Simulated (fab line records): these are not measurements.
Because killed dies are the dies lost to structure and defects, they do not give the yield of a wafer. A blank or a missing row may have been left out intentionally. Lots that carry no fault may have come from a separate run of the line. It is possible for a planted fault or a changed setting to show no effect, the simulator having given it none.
Chamber matching || flow nand-harc || pecvd-03 running NHARC_A_STAIRCASE_DEP_417: 3 sister chambers
The step deposits Si3N4, target thk 60 nm. 6 wafers are shown with their chamber, then 12 later ones without.

## WAFERS, EACH WITH ITS CHAMBER
{"wafer": "L087.1", "chamber": 0, "heater-power-w (W)": 722, "heater-power-outer-w (W)": 423}
{"wafer": "L087.2", "chamber": 2, "heater-power-w (W)": 712, "heater-power-outer-w (W)": 433}
{"wafer": "L089.2", "chamber": 0, "heater-power-w (W)": 771, "heater-power-outer-w (W)": 481}
{"wafer": "L091.1", "chamber": 1, "heater-power-w (W)": 858, "heater-power-outer-w (W)": 483}
{"wafer": "L091.3", "chamber": 2, "heater-power-w (W)": 720, "heater-power-outer-w (W)": 433}
{"wafer": "L091.5", "chamber": 1, "heater-power-w (W)": 855, "heater-power-outer-w (W)": 481}

## WAFERS WHOSE CHAMBER IS MISSING
{"wafer": "L093.1", "heater-power-w (W)": 772, "heater-power-outer-w (W)": 463}
{"wafer": "L093.3", "heater-power-w (W)": 774, "heater-power-outer-w (W)": 469}
{"wafer": "L093.4", "heater-power-w (W)": 653, "heater-power-outer-w (W)": 354}
{"wafer": "L094.2", "heater-power-w (W)": 616, "heater-power-outer-w (W)": 353}
{"wafer": "L094.4", "heater-power-w (W)": 818, "heater-power-outer-w (W)": 420}
{"wafer": "L094.6", "heater-power-w (W)": 649, "heater-power-outer-w (W)": 363}
{"wafer": "L096.1", "heater-power-w (W)": 699, "heater-power-outer-w (W)": 409}
{"wafer": "L096.4", "heater-power-w (W)": 718, "heater-power-outer-w (W)": 413}
{"wafer": "L096.5", "heater-power-w (W)": 722, "heater-power-outer-w (W)": 425}
{"wafer": "L097.1", "heater-power-w (W)": 691, "heater-power-outer-w (W)": 412}
{"wafer": "L097.2", "heater-power-w (W)": 718, "heater-power-outer-w (W)": 367}
{"wafer": "L097.3", "heater-power-w (W)": 734, "heater-power-outer-w (W)": 443}

## WHICH CHAMBER EACH WENT THROUGH
{"wafer": "L093.1", "from the rows above": "can't be placed: 0 or 2", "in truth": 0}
{"wafer": "L093.3", "from the rows above": "can't be placed: 0 or 2", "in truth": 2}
{"wafer": "L093.4", "from the rows above": "can't be placed: 2 or 0", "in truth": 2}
{"wafer": "L094.2", "from the rows above": "can't be placed: 2 or 0", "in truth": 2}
{"wafer": "L094.4", "from the rows above": "can't be placed: 1 or 0 or 2", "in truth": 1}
{"wafer": "L094.6", "from the rows above": "can't be placed: 2 or 0", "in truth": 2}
{"wafer": "L096.1", "from the rows above": "can't be placed: 2 or 0", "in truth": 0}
{"wafer": "L096.4", "from the rows above": "can't be placed: 2 or 0", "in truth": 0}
{"wafer": "L096.5", "from the rows above": "can't be placed: 2 or 0", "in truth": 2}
{"wafer": "L097.1", "from the rows above": "can't be placed: 2 or 0", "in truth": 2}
{"wafer": "L097.2", "from the rows above": "can't be placed: 2 or 0", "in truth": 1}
{"wafer": "L097.3", "from the rows above": "can't be placed: 0 or 2", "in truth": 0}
Correctly placed: 0 of 12. Not placeable from these rows: 12 (in 11, the candidates include the true chamber). Wrongly placed: 0.
How it was worked out, from the rows above alone: a wafer's distance from a chamber is the root of the sum, over the readings, of the square of ((its reading less the chamber's mean) divided by the reading's scatter). If the next closest chamber is less than 2 further off than the closest, the wafer can't be placed; otherwise it belongs to the closest. The mean given for a chamber averages the wafers shown for that chamber. The scatter: the root of (the sum of the squares of (reading less its chamber's mean) over the shown wafers, divided by (wafers less chambers)).
